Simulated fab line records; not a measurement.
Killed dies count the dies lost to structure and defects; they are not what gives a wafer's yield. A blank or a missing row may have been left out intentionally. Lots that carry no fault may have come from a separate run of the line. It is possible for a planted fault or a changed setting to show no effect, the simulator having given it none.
Chamber matching	flow nandHarc	cmp-04 running NHARC_P_CONTACT_CMP_01: 4 sister chambers
The step polishes SiO2, target thk 200 nm. 27 wafers are shown with their chamber, then 12 later ones without.

WAFERS PAIRED WITH THEIR CHAMBERS
wafer	chamber	motorCurrentA (A)
L079.1	2	10.4
L079.3	1	10.9
L079.4	3	14.0
L080.3	2	9.8
L080.5	3	13.2
L080.6	2	9.5
L085.4	0	10.7
L085.5	2	9.5
L085.6	3	13.9
L086.1	2	10.0
L086.2	3	13.4
L086.5	3	13.8
L086.3	0	11.1
L086.4	1	11.1
L086.6	0	10.6
L087.2	3	13.3
L087.5	2	10.1
L087.6	3	13.7
L088.1	2	10.2
L088.4	3	14.4
L088.5	3	13.6
L090.3	3	13.4
L090.4	1	11.7
L090.5	3	14.6
L091.2	2	9.8
L091.3	3	14.6
L091.6	0	10.6

SIGNATURES (averages over the wafers above)
reading	chamber 0	chamber 1	chamber 2	chamber 3	scatter within a chamber
motorCurrentA	10.750	11.233	9.912	13.825	0.412
Rule: for each reading, subtract the chamber's mean from the wafer's reading, divide by that reading's scatter and square the result; add these up over the readings and take the root, which gives the wafer's distance from the chamber. The wafer belongs to the nearest chamber; if the next one is less than 2 further off, it can't be placed. The scatter: the root of (the sum of the squares of (reading less its chamber's mean) over the shown wafers, divided by (wafers less chambers)).

WAFERS WITH NO CHAMBER GIVEN
wafer	motorCurrentA (A)
L094.1	11.0
L094.2	11.2
L094.5	10.0
L095.2	11.4
L095.3	11.0
L095.5	11.3
L096.3	9.6
L096.5	10.4
L096.6	10.9
L097.3	10.1
L097.4	11.0
L097.6	10.7

WHICH CHAMBER EACH WENT THROUGH
wafer	from the rows above	in truth
L094.1	can't be placed: 1 or 0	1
L094.2	can't be placed: 1 or 0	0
L094.5	can't be placed: 2 or 0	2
L095.2	can't be placed: 1 or 0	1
L095.3	can't be placed: 1 or 0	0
L095.5	can't be placed: 1 or 0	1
L096.3	2	2
L096.5	can't be placed: 0 or 2 or 1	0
L096.6	can't be placed: 0 or 1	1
L097.3	can't be placed: 2 or 0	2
L097.4	can't be placed: 1 or 0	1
L097.6	can't be placed: 0 or 1 or 2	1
Correct placement for 1 of the 12. Cannot be placed on the basis of these rows: 11; the candidates contain the true chamber in 11. Number placed wrongly: 0.
